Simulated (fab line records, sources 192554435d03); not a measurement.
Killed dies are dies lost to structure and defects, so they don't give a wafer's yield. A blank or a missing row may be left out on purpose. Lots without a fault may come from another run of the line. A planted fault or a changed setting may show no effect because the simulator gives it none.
fab line records | flow n5_finfet
record lots=24 wafers=72 last_day=17
route steps=1938 shown BEOL_M7@1264 BEOL_M8@1345
lots that met no fault: from a run of the same line without faults
start_h: hours from the record's first day to the start of the lot's first wafer shown | wait_h: hours since the lot's step before | " the same as in the row above | L1.1+2: a row that stands for several wafers | - no value, or no start given | * or withheld: withheld | < > ~ a bound
route shown NAME@n: a module of which the file shows steps, and the number in the route of the first | usual: mean/standard deviation of fault-free wafers | same: alike in all rows | chamber/n: place in a boat | sites: the reading at each site | _std_site: their standard deviation | _edge_site: outer sites' mean less inner sites' | radius_mm: how far each site lies from the wafer's centre | mask NAME#n: copy n | behind: the tool/chamber that last shaped the wafer | hold: why the lot was held/for how many hours/how that ended | device: the transistor (n, p or np) that didn't switch | end of line: the same wafers' tests at the end of the route | a step without rows: its recipe alone | killed: dies lost to structure and defects at the first sort, not the wafer's yield | map: a wafer's dies, x killed, . not, _ none there
set.NAME: the setting as run; set.NAME@STEP: as run at that earlier step | model.NAME: the simulator's own value behind a step, which no gauge read
steps of the route over a sample of lots; a table a step, a row a wafer
services: from which hour (start_h, from the record's first day; less than 0 if before it) a tool's chamber was out of use, for how many hours, and why
## steps
# step N5_BEOL_M7_CURE_74
# recipe temp_c=385 time_s=240 ambient=He/Ar material=SiCOH_lowk
# usual lamp_power_pct=52.31/0.05 wafer_temp_C_max=386.8/0.82
# same time_s=240
# columns lot.wafer tool chamber start_h wait_h lamp_power_pct wafer_temp_C_max
L075.3 uv_cure-01 1 182.17 0.4 52.27 386.8
L075.4 " 1 " " 52.31 387.2
L075.6 " 1 " " 52.34 386.4
L074.1 uv_cure-03 1 189.35 0.0 52.43 388.7
L074.2 " 1 " " 52.24 388.7
L074.4 " 1 " " 52.31 389.0
L076.2 uv_cure-01 1 202.12 0.1 52.26 386.5
L076.3 " 1 " " 52.30 386.4
L076.5 " 1 " " 52.37 386.2
L077.4 uv_cure-03 2 204.91 0.3 52.34 387.8
L077.5 " 2 " " 52.34 388.3
L077.6 " 2 " " 52.32 387.8
L079.2 uv_cure-01 1 212.17 0.2 52.33 386.7
L079.3 " 1 " " 52.37 387.5
L079.6 " 1 " " 52.35 386.6
L078.1 uv_cure-01 2 218.59 0.0 52.31 386.9
L078.2 " 2 " " 52.28 386.5
L078.6 " 2 " " 52.28 386.0
L080.2 uv_cure-02 1 219.44 0.2 52.42 386.3
L080.3 " 1 " " 52.33 386.4
L080.6 " 1 " " 52.28 386.3
L081.2 uv_cure-01 0 221.63 0.1 52.31 386.3
L081.5 " 0 " " 52.29 386.6
L081.6 " 0 " " 52.25 386.7
L082.1 uv_cure-01 1 230.47 0.0 52.27 386.4
L082.3 " 1 " " 52.33 386.4
L082.4 " 1 " " 52.25 386.2
L083.1 uv_cure-03 0 234.95 0.0 52.38 387.1
L083.2 " 0 " " 52.32 386.9
L083.4 " 0 " " 52.35 387.5
L084.2 uv_cure-02 2 249.22 0.3 52.34 386.7
L084.3 " 2 " " 52.24 386.5
L084.6 " 2 " " 52.25 386.3
L087.3 uv_cure-02 0 267.00 0.4 52.33 386.3
L087.5 " 0 " " 52.31 385.9
L087.6 " 0 " " 52.31 385.8
L085.1 uv_cure-02 0 271.25 0.0 52.22 386.0
L085.3 " 0 " " 52.33 385.9
L085.4 " 0 " " 52.26 386.1
L086.2 uv_cure-03 2 271.45 0.2 52.39 387.2
L086.4 " 2 " " 52.29 387.5
L086.6 " 2 " " 52.32 388.0
L088.1 uv_cure-01 1 290.86 0.0 52.31 386.4
L088.5 " 1 " " 52.35 386.3
L088.6 " 1 " " 52.39 386.6
L089.3 uv_cure-03 2 291.30 0.2 52.27 388.6
L089.4 " 2 " " 52.25 388.1
L089.6 " 2 " " 52.31 387.8
L091.1 uv_cure-02 0 291.56 0.0 52.32 386.0
L091.2 " 0 " " 52.42 385.8
L091.6 " 0 " " 52.21 386.0
L090.2 uv_cure-01 2 293.69 0.1 52.24 386.4
L090.4 " 2 " " 52.30 386.0
L090.5 " 2 " " 52.32 386.4
L092.1 uv_cure-02 0 293.96 0.0 52.33 386.3
L092.4 " 0 " " 52.29 386.2
L092.6 " 0 " " 52.32 386.2
L093.1 uv_cure-01 0 294.48 0.1 52.34 386.5
L093.3 " 0 " " 52.21 386.8
L093.4 " 0 " " 52.33 386.1
L094.2 uv_cure-01 2 298.65 0.1 52.36 386.8
L094.3 " 2 " " 52.35 386.5
L094.5 " 2 " " 52.23 386.8
L095.4 uv_cure-01 1 316.66 0.3 52.36 386.1
L095.5 " 1 " " 52.31 386.1
L095.6 " 1 " " 52.20 386.7
L096.4 uv_cure-03 2 320.17 0.3 52.20 387.7
L096.5 " 2 " " 52.28 387.1
L096.6 " 2 " " 52.25 387.8
L097.1 uv_cure-03 1 334.25 0.0 52.22 387.9
L097.4 " 1 " " 52.24 387.7
L097.5 " 1 " " 52.37 389.1
# step N5_BEOL_M7_STRIP_67
# recipe chemistry=CF4 resist=SiARC power_w=300 bias_power_w=75 pressure_mtorr=50 cf4_flow_sccm=150 rf_frequency_hz=6e+07
# usual drypump_motor_current_A=5.5/0.35 oes_product_au=0.78/0.093 rf_vpp_V=271.5/1.3 showerhead_plenum_p_Torr=1.80/0.042 throttle_valve_pct=13.66/0.29
# columns lot.wafer tool chamber start_h wait_h drypump_motor_current_A oes_product_au rf_hours_counter_h rf_vpp_V showerhead_plenum_p_Torr throttle_valve_pct
L075.3 rie_diel-01 0 184.50 0.0 5.3 0.85 38 275.1 1.84 13.76
L075.4 " 3 " " 5.2 0.70 226 269.9 1.79 13.97
L075.6 " 2 " " 5.8 0.71 - 270.5 1.75 13.91
L074.1 rie_diel-06 2 193.12 0.0 5.0 0.86 64 271.6 1.79 13.33
L074.2 " 0 " " 5.4 0.73 162 274.1 1.85 13.41
L074.4 " 1 " " 5.9 0.70 218 274.0 1.85 13.90
L076.2 rie_diel-01 2 204.68 0.0 5.9 0.71 217 271.8 1.75 13.92
L076.3 " 1 " " 5.5 0.75 167 272.5 1.84 13.68
L076.5 " 3 " " 5.2 0.70 - 272.3 1.79 13.98
L077.4 rie_diel-06 3 207.77 0.0 4.9 0.69 228 270.0 1.72 14.27
L077.5 " 1 " " 5.9 0.69 - 271.5 1.85 13.90
L077.6 " 2 " " 5.0 0.86 - 271.0 1.79 13.36
L079.2 rie_diel-06 2 213.75 0.0 5.0 0.85 69 271.4 1.79 13.36
L079.3 " 1 " " 5.9 0.69 224 273.8 1.85 13.89
L079.6 " 3 " " 4.9 0.69 - 269.8 1.72 14.26
L078.1 rie_diel-06 3 219.90 0.0 4.9 0.69 232 270.2 1.72 14.27
L078.2 " 1 " " 6.0 0.69 226 274.1 1.85 13.89
L078.6 " 0 " " 5.3 0.73 - 272.8 1.84 13.44
L080.2 rie_diel-06 2 221.20 0.0 5.1 0.84 72 269.9 1.79 13.36
L080.3 " 1 " " 6.0 0.69 226 272.8 1.85 13.91
L080.6 " 2 " " 5.0 0.84 - 272.9 1.79 13.37
L081.2 rie_diel-01 0 224.63 0.0 5.3 0.84 50 270.8 1.84 13.79
L081.5 " 3 " " 5.2 0.70 - 270.3 1.79 13.99
L081.6 " 2 " " 5.8 0.71 - 270.6 1.75 13.91
L082.1 rie_diel-02 1 231.91 0.0 5.9 0.71 226 271.2 1.78 13.58
L082.3 " 0 " " 5.9 0.85 58 271.7 1.84 13.62
L082.4 " 2 " " 5.6 0.95 6 272.6 1.81 13.06
L083.1 rie_diel-02 2 236.66 0.0 5.6 0.95 9 271.1 1.81 13.07
L083.2 " 0 " " 5.8 0.84 60 272.1 1.84 13.62
L083.4 " 3 " " 5.7 0.69 250 271.5 1.75 13.95
L084.2 rie_diel-06 1 252.17 0.0 5.9 0.69 236 272.9 1.85 13.94
L084.3 " 0 " " 5.3 0.73 179 271.3 1.84 13.43
L084.6 " 1 " " 5.9 0.69 - 272.8 1.85 13.93
L087.3 rie_diel-02 1 269.79 0.0 5.9 0.70 239 271.1 1.77 13.59
L087.5 " 1 " " 5.9 0.70 - 270.4 1.77 13.61
L087.6 " 0 " " 5.9 0.84 - 270.9 1.84 13.62
L086.2 rie_diel-01 2 273.27 0.0 5.9 0.70 240 270.9 1.74 13.97
L086.4 " 2 " " 5.8 0.70 - 271.1 1.74 13.96
L086.6 " 3 " " 5.2 0.68 - 270.4 1.78 14.03
L085.1 rie_diel-02 0 274.14 0.0 5.8 0.84 72 271.5 1.84 13.65
L085.3 " 1 " " 5.9 0.70 241 271.9 1.77 13.60
L085.4 " 0 " " 5.8 0.83 - 270.8 1.84 13.64
L088.1 rie_diel-02 0 292.64 0.0 5.9 0.83 77 271.8 1.84 13.64
L088.5 " 3 " " 5.7 0.95 - 270.1 1.75 13.39
L088.6 " 0 " " 5.9 0.83 - 270.8 1.84 13.63
L089.3 rie_diel-01 2 292.91 0.0 5.9 0.70 248 270.4 1.74 13.99
L089.4 " 2 " " 5.9 0.69 - 270.3 1.74 13.98
L089.6 " 0 " " 5.3 0.82 - 271.0 1.83 13.82
L091.1 rie_diel-06 0 293.33 0.0 5.3 0.72 193 273.1 1.84 13.48
L091.2 " 2 " " 5.0 0.81 97 272.6 1.78 13.42
L091.6 " 2 " " 5.0 0.82 - 271.4 1.78 13.44
L090.2 rie_diel-06 0 295.11 0.0 5.3 0.71 194 274.0 1.84 13.50
L090.4 " 1 " " 6.0 0.67 - 270.3 1.84 13.94
L090.5 " 2 " " 5.0 0.82 - 269.9 1.78 13.42
L092.1 rie_diel-02 2 295.76 0.0 5.7 0.90 27 270.6 1.81 13.10
L092.4 " 0 " " 5.8 0.83 78 270.2 1.84 13.65
L092.6 " 0 " " 5.8 0.84 - 272.0 1.84 13.64
L093.1 rie_diel-02 1 296.20 0.0 5.9 0.69 248 270.3 1.77 13.62
L093.3 " 3 " " 5.8 0.95 6 269.6 1.75 13.39
L093.4 " 0 " " 5.8 0.82 78 271.8 1.84 13.65
L094.2 rie_diel-06 0 300.30 0.0 5.3 0.71 196 273.1 1.84 13.48
L094.3 " 3 " " 4.9 0.99 1 273.3 1.93 13.74
L094.5 " 2 " " 5.0 0.82 - 271.6 1.78 13.43
L095.4 rie_diel-01 1 318.98 0.0 5.5 0.72 - 272.1 1.83 13.77
L095.5 " 3 " " 5.2 0.94 - 268.4 1.78 13.48
L095.6 " 0 " " 5.3 0.81 - 270.5 1.83 13.85
L096.4 rie_diel-06 2 323.79 0.0 5.1 0.80 108 272.9 1.78 13.46
L096.5 " 1 " " 5.9 0.95 - 271.9 1.84 13.41
L096.6 " 2 " " 5.1 0.80 - 270.8 1.78 13.45
L097.1 rie_diel-01 2 338.07 0.0 5.9 0.97 5 271.4 1.74 13.44
L097.4 " 3 " " 5.2 0.92 14 271.2 1.78 13.53
L097.5 " 1 " " 5.5 0.71 - 271.5 1.83 13.79
# step N5_BEOL_M7_HM_OPEN_17
# recipe chemistry=Cl2/BCl3 target_depth_a=200 overetch_a=60 target=TiN mask_material=SOC ion_energy_ev=150 pressure_mtorr=10 icp_w=1000 bias_w=126 Cl2_flow_sccm=53.25 bcl3_flow_sccm=21.75 Ar_flow_sccm=25
# usual bcl3_flow_sccm=21.75/0.069 drypump_motor_current_A=5.6/0.55 oes_product_au=0.67/0.081 throttle_valve_pct=22.1/0.35
# columns lot.wafer tool chamber start_h wait_h bcl3_flow_sccm drypump_motor_current_A oes_product_au rf_hours_counter_h throttle_valve_pct
L075.3 rie_metal-03 0 184.57 0.1 21.78 5.9 0.72 - 21.6
L075.4 " 1 " " 21.69 5.4 0.79 - 22.3
L075.6 " 0 " " 21.71 5.9 0.71 - 21.6
L074.1 rie_metal-01 1 193.17 0.0 21.63 6.6 0.76 10 21.9
L074.2 " 0 " " 21.81 5.1 0.56 99 22.6
L074.4 " 1 " " 21.71 6.6 0.75 - 21.9
L076.2 rie_metal-01 0 204.73 0.0 21.88 5.1 0.56 101 22.6
L076.3 " 0 " " 21.81 5.1 0.56 - 22.6
L076.5 " 0 " " 21.89 5.0 0.56 - 22.6
L077.4 rie_metal-01 1 207.84 0.1 21.74 6.6 0.75 - 21.9
L077.5 " 0 " " 21.79 5.0 0.56 - 22.6
L077.6 " 1 " " 21.74 6.6 0.74 - 21.9
L079.2 rie_metal-03 1 213.79 0.0 21.83 5.5 0.76 6 22.3
L079.3 " 0 " " 21.76 6.0 0.70 - 21.6
L079.6 " 1 " " 21.83 5.5 0.75 - 22.3
L078.1 rie_metal-02 1 219.94 0.0 21.76 5.0 0.58 90 21.8
L078.2 " 1 " " 21.68 5.0 0.57 - 21.8
L078.6 " 1 " " 21.72 5.0 0.57 - 21.8
L080.2 rie_metal-02 1 221.27 0.1 21.76 5.0 0.57 - 21.8
L080.3 " 1 " " 21.75 5.0 0.57 - 21.8
L080.6 " 1 " " 21.80 5.0 0.57 - 21.8
L081.2 rie_metal-03 0 224.67 0.0 21.74 5.9 0.70 25 21.6
L081.5 " 1 " " 21.78 5.5 0.75 - 22.4
L081.6 " 0 " " 21.78 5.9 0.70 - 21.6
L082.1 rie_metal-03 0 231.95 0.0 21.72 5.9 0.72 26 21.6
L082.3 " 0 " " 21.70 5.9 0.71 - 21.6
L082.4 " 1 " " 21.83 5.4 0.77 - 22.3
L083.1 rie_metal-03 0 236.70 0.0 21.79 5.9 0.70 27 21.6
L083.2 " 1 " " 21.86 5.5 0.76 8 22.3
L083.4 " 0 " " 21.78 5.9 0.70 - 21.6
L084.2 rie_metal-01 0 252.21 0.0 21.69 5.1 0.55 106 22.6
L084.3 " 0 " " 21.62 5.0 0.56 - 22.6
L084.6 " 0 " " 21.68 5.0 0.55 - 22.6
L087.3 rie_metal-03 0 269.86 0.1 21.83 5.9 0.69 - 21.6
L087.5 " 1 " " 21.69 5.4 0.75 - 22.3
L087.6 " 0 " " 21.70 5.9 0.70 - 21.6
L086.2 rie_metal-03 0 273.31 0.0 21.77 5.9 0.69 29 21.6
L086.4 " 0 " " 21.84 5.9 0.69 - 21.6
L086.6 " 0 " " 21.78 5.9 0.70 - 21.6
L085.1 rie_metal-01 1 274.18 0.0 21.61 6.6 0.73 18 21.9
L085.3 " 0 " " 21.77 5.0 0.55 - 22.6
L085.4 " 1 " " 21.72 6.6 0.72 - 21.9
L088.1 rie_metal-03 1 292.68 0.0 21.79 5.5 0.73 13 22.4
L088.5 " 0 " " 21.77 5.9 0.69 - 21.6
L088.6 " 1 " " 21.76 5.5 0.74 - 22.3
L089.3 rie_metal-01 0 292.98 0.1 21.74 5.0 0.55 - 22.6
L089.4 " 1 " " 21.72 6.6 0.73 - 21.9
L089.6 " 0 " " 21.72 5.0 0.55 - 22.6
L091.1 rie_metal-01 0 293.37 0.0 21.66 5.0 0.54 109 22.6
L091.2 " 1 " " 21.75 6.6 0.72 20 21.9
L091.6 " 1 " " 21.78 6.6 0.73 - 21.9
L090.2 rie_metal-03 0 295.15 0.0 21.55 5.9 0.69 32 21.7
L090.4 " 1 " " 21.81 5.5 0.74 - 22.3
L090.5 " 1 " " 21.73 5.4 0.73 - 22.3
L092.1 rie_metal-03 1 295.80 0.0 21.73 5.5 0.72 13 22.4
L092.4 " 1 " " 21.64 5.5 0.73 - 22.3
L092.6 " 1 " " 21.75 5.5 0.73 - 22.3
L093.1 rie_metal-03 0 296.25 0.0 21.67 5.9 0.68 32 21.7
L093.3 " 0 " " 21.66 5.9 0.68 - 21.7
L093.4 " 1 " " 21.79 5.5 0.73 - 22.4
L094.2 rie_metal-01 1 300.35 0.0 21.70 6.6 0.71 21 22.0
L094.3 " 1 " " 21.77 6.6 0.71 - 22.0
L094.5 " 1 " " 21.68 6.6 0.71 - 22.0
L095.4 rie_metal-02 0 319.04 0.1 21.75 5.5 0.67 - 22.1
L095.5 " 0 " " 21.80 5.5 0.67 - 22.1
L095.6 " 1 " " 21.84 5.0 0.56 - 21.8
L096.4 rie_metal-02 1 323.86 0.1 21.74 5.0 0.55 - 21.8
L096.5 " 0 " " 21.85 5.5 0.65 - 22.2
L096.6 " 1 " " 21.75 5.0 0.55 - 21.8
L097.1 rie_metal-02 1 338.11 0.0 21.79 5.0 0.54 101 21.9
L097.4 " 1 " " 21.75 5.0 0.55 - 21.8
L097.5 " 1 " " 21.74 5.0 0.55 - 21.8
# step N5_BEOL_M7_CD_MEAS_35
# recipe target_cd_nm=40 polarity=opening
# usual cd_nm=39.6/0.81
# columns lot.wafer tool chamber start_h wait_h cd_nm
L075.3 cd_sem-02 - 187.54 0.0 39.4
L075.4 " - " " 39.3
L075.6 " - " " 39.8
L074.1 cd_sem-03 - 195.63 0.0 40.0
L074.2 " - " " 40.2
L074.4 " - " " 39.2
L076.2 cd_sem-01 - 207.21 0.0 39.4
L076.3 " - " " 39.8
L076.5 " - " " 40.0
L077.4 cd_sem-01 - 209.11 0.0 39.5
L077.5 " - " " 38.9
L077.6 " - " " 39.9
L079.2 cd_sem-01 - 215.82 0.0 42.2
L079.3 " - " " 39.2
L079.6 " - " " 39.9
L078.1 cd_sem-03 - 221.43 0.0 40.6
L078.2 " - " " 39.2
L078.6 " - " " 39.9
L080.2 cd_sem-03 - 224.26 0.0 39.9
L080.3 " - " " 38.1
L080.6 " - " " 40.8
L081.2 cd_sem-02 - 226.11 0.0 40.1
L081.5 " - " " 39.6
L081.6 " - " " 38.6
L082.1 cd_sem-02 - 234.01 0.0 39.9
L082.3 " - " " 38.2
L082.4 " - " " 39.8
L083.1 cd_sem-02 - 239.09 0.0 39.2
L083.2 " - " " 37.3
L083.4 " - " " 38.5
L084.2 cd_sem-03 - 255.47 0.0 38.1
L084.3 " - " " 39.5
L084.6 " - " " 38.7
L087.3 cd_sem-02 - 271.80 0.0 40.0
L087.5 " - " " 41.0
L087.6 " - " " 39.3
L086.2 cd_sem-02 - 274.78 0.0 39.5
L086.4 " - " " 39.1
L086.6 " - " " 38.3
L085.1 cd_sem-03 - 275.71 0.0 39.2
L085.3 " - " " 39.7
L085.4 " - " " 39.3
L088.1 cd_sem-01 - 294.14 0.0 39.6
L088.5 " - " " 40.4
L088.6 " - " " 39.5
L089.3 cd_sem-03 - 294.36 0.0 39.8
L089.4 " - " " 39.1
L089.6 " - " " 39.1
L091.1 cd_sem-01 - 294.76 0.0 39.9
L091.2 " - " " 40.9
L091.6 " - " " 40.0
L090.2 cd_sem-02 - 296.35 0.0 39.4
L090.4 " - " " 38.8
L090.5 " - " " 40.4
L092.1 cd_sem-01 - 297.14 0.0 39.6
L092.4 " - " " 38.0
L092.6 " - " " 38.5
L093.1 cd_sem-02 - 297.57 0.0 39.6
L093.3 " - " " 39.8
L093.4 " - " " 38.7
L094.2 cd_sem-03 - 301.70 0.0 39.9
L094.3 " - " " 41.0
L094.5 " - " " 40.7
L095.4 cd_sem-03 - 322.82 0.0 39.9
L095.5 " - " " 40.6
L095.6 " - " " 41.9
L096.4 cd_sem-01 - 326.07 0.0 40.3
L096.5 " - " " 40.3
L096.6 " - " " 40.6
L097.1 cd_sem-01 - 341.63 0.0 39.7
L097.4 " - " " 38.5
L097.5 " - " " 39.4
# step N5_BEOL_M8_CD_MEAS_11
# recipe target_cd_nm=38.5 landing_energy_ev=500 detector=se_inlens polarity=opening
# usual cd_nm=38.4/0.61
# same landing_energy_ev=500
# columns lot.wafer tool chamber start_h wait_h cd_nm
L075.3 cd_sem-02 0 193.77 - 39.2
L075.4 " 0 " " 38.5
L075.6 " 0 " " 39.2
L074.1 cd_sem-02 0 200.07 - 38.1
L074.2 " 0 " " 37.8
L074.4 " 0 " " 38.4
L076.2 cd_sem-02 0 212.28 - 37.6
L076.3 " 0 " " 37.1
L076.5 " 0 " " 37.1
L077.4 cd_sem-03 0 213.26 - 39.7
L077.5 " 0 " " 38.3
L077.6 " 0 " " 37.9
L079.2 cd_sem-03 0 220.24 - 38.3
L079.3 " 0 " " 38.5
L079.6 " 0 " " 38.3
L078.1 cd_sem-02 0 226.75 - 37.3
L078.2 " 0 " " 37.3
L078.6 " 0 " " 37.5
L080.2 cd_sem-01 0 229.19 - 38.5
L080.3 " 0 " " 38.8
L080.6 " 0 " " 38.7
L081.2 cd_sem-03 0 229.99 - 39.2
L081.5 " 0 " " 38.8
L081.6 " 0 " " 38.9
L082.1 cd_sem-03 0 239.62 - 37.2
L082.3 " 0 " " 38.3
L082.4 " 0 " " 37.7
L083.1 cd_sem-02 0 243.05 - 38.5
L083.2 " 0 " " 38.1
L083.4 " 0 " " 38.4
L084.2 cd_sem-03 0 261.78 - 37.6
L084.3 " 0 " " 38.5
L084.6 " 0 " " 37.5
L087.3 cd_sem-02 0 278.57 - 37.7
L087.5 " 0 " " 38.3
L087.6 " 0 " " 38.1
L086.2 cd_sem-02 0 280.70 - 39.2
L086.4 " 0 " " 39.1
L086.6 " 0 " " 37.9
L085.1 cd_sem-01 0 286.07 - 37.9
L085.3 " 0 " " 39.1
L085.4 " 0 " " 38.8
L088.1 cd_sem-02 0 299.23 - 37.6
L088.5 " 0 " " 38.0
L088.6 " 0 " " 38.6
L089.3 cd_sem-01 0 299.40 - 38.1
L089.4 " 0 " " 39.7
L089.6 " 0 " " 38.4
L091.1 cd_sem-01 0 299.61 - 39.7
L091.2 " 0 " " 39.4
L091.6 " 0 " " 38.4
L090.2 cd_sem-01 0 300.24 - 38.7
L090.4 " 0 " " 39.4
L090.5 " 0 " " 38.3
L092.1 cd_sem-02 0 302.04 - 37.7
L092.4 " 0 " " 38.8
L092.6 " 0 " " 38.6
L093.1 cd_sem-03 0 302.22 - 38.8
L093.3 " 0 " " 38.2
L093.4 " 0 " " 37.9
L094.2 cd_sem-03 0 305.24 - 38.8
L094.3 " 0 " " 39.4
L094.5 " 0 " " 38.8
L095.4 cd_sem-02 0 331.54 - 38.3
L095.5 " 0 " " 38.6
L095.6 " 0 " " 38.6
L096.4 cd_sem-03 0 331.78 - 38.7
L096.5 " 0 " " 39.1
L096.6 " 0 " " 38.3
L097.1 cd_sem-01 0 345.78 - 38.8
L097.4 " 0 " " 38.5
L097.5 " 0 " " 38.1
# step N5_BEOL_M8_CD_MEAS_18
# recipe pitch_nm=80 target_cd_nm=40
# usual cd_nm=40.0/0.72
# columns lot.wafer tool chamber start_h wait_h cd_nm
L075.3 cd_sem-01 - 194.32 0.1 40.0
L075.4 " - " " 39.8
L075.6 " - " " 40.9
L074.1 cd_sem-03 - 200.87 0.0 40.0
L074.2 " - " " 40.2
L074.4 " - " " 40.0
L076.2 cd_sem-01 - 212.83 0.1 39.0
L076.3 " - " " 38.9
L076.5 " - " " 39.2
L077.4 cd_sem-02 - 213.81 0.1 40.6
L077.5 " - " " 39.8
L077.6 " - " " 39.8
L079.2 cd_sem-02 - 220.78 0.1 39.6
L079.3 " - " " 40.6
L079.6 " - " " 40.6
L078.1 cd_sem-02 - 227.43 0.0 39.2
L078.2 " - " " 37.5
L078.6 " - " " 39.8
L080.2 cd_sem-03 - 229.77 0.1 40.9
L080.3 " - " " 40.5
L080.6 " - " " 40.0
L081.2 cd_sem-01 - 230.87 0.1 40.7
L081.5 " - " " 41.2
L081.6 " - " " 40.7
L082.1 cd_sem-02 - 240.17 0.0 39.1
L082.3 " - " " 39.7
L082.4 " - " " 39.6
L083.1 cd_sem-03 - 243.81 0.0 40.2
L083.2 " - " " 39.9
L083.4 " - " " 39.9
L084.2 cd_sem-03 - 262.34 0.1 39.6
L084.3 " - " " 39.7
L084.6 " - " " 38.7
L087.3 cd_sem-01 - 279.12 0.1 39.0
L087.5 " - " " 39.1
L087.6 " - " " 39.4
L086.2 cd_sem-03 - 281.25 0.1 40.5
L086.4 " - " " 40.9
L086.6 " - " " 38.5
L085.1 cd_sem-02 - 286.61 0.0 40.4
L085.3 " - " " 40.7
L085.4 " - " " 40.2
L088.1 cd_sem-02 - 299.81 0.0 39.6
L088.5 " - " " 39.8
L088.6 " - " " 39.6
L089.3 cd_sem-01 - 299.95 0.1 39.4
L089.4 " - " " 41.3
L089.6 " - " " 39.6
L091.1 cd_sem-02 - 300.15 0.0 40.9
L091.2 " - " " 40.8
L091.6 " - " " 40.5
L090.2 cd_sem-02 - 300.84 0.1 40.4
L090.4 " - " " 41.1
L090.5 " - " " 39.8
L092.1 cd_sem-02 - 302.58 0.0 39.6
L092.4 " - " " 40.2
L092.6 " - " " 40.5
L093.1 cd_sem-03 - 302.81 0.0 41.2
L093.3 " - " " 39.3
L093.4 " - " " 39.0
L094.2 cd_sem-01 - 305.79 0.1 40.1
L094.3 " - " " 40.8
L094.5 " - " " 39.9
L095.4 cd_sem-02 - 332.09 0.0 39.3
L095.5 " - " " 39.4
L095.6 " - " " 40.2
L096.4 cd_sem-03 - 332.61 0.1 39.9
L096.5 " - " " 41.7
L096.6 " - " " 39.9
L097.1 cd_sem-03 - 346.39 0.0 40.2
L097.4 " - " " 40.7
L097.5 " - " " 39.4
## services
# columns tool chamber start_h hours kind
rie_metal-02 - 158.34 0.6 repair
uv_cure-01 - 159.19 2.8 pm
rie_diel-02 1 178.83 7.1 repair
rie_metal-01 - 179.59 0.4 repair
uv_cure-01 - 187.22 2.1 pm
rie_metal-02 0 218.57 12.5 repair
rie_diel-01 2 220.13 3.2 repair
uv_cure-02 - 220.88 7.5 pm
uv_cure-03 - 221.77 2.8 pm
uv_cure-03 - 225.99 0.6 repair
uv_cure-02 - 228.57 1.0 pm
rie_metal-02 - 233.20 1.2 repair
uv_cure-03 - 242.40 13.2 repair
rie_metal-02 - 247.54 2.8 pm
rie_diel-02 3 266.56 10.3 repair
uv_cure-01 - 270.59 1.0 pm
rie_diel-06 3 276.06 - clean
rie_diel-06 3 276.06 - consumable_replace:focus_ring
rie_diel-06 3 276.06 - consumable_replace:showerhead
uv_cure-01 - 282.47 1.0 repair
rie_diel-06 1 301.49 - clean
rie_diel-06 1 301.49 - consumable_replace:focus_ring
rie_diel-06 1 301.49 12.5 scheduled_down
rie_diel-02 3 320.24 22.2 repair
## key
fault none
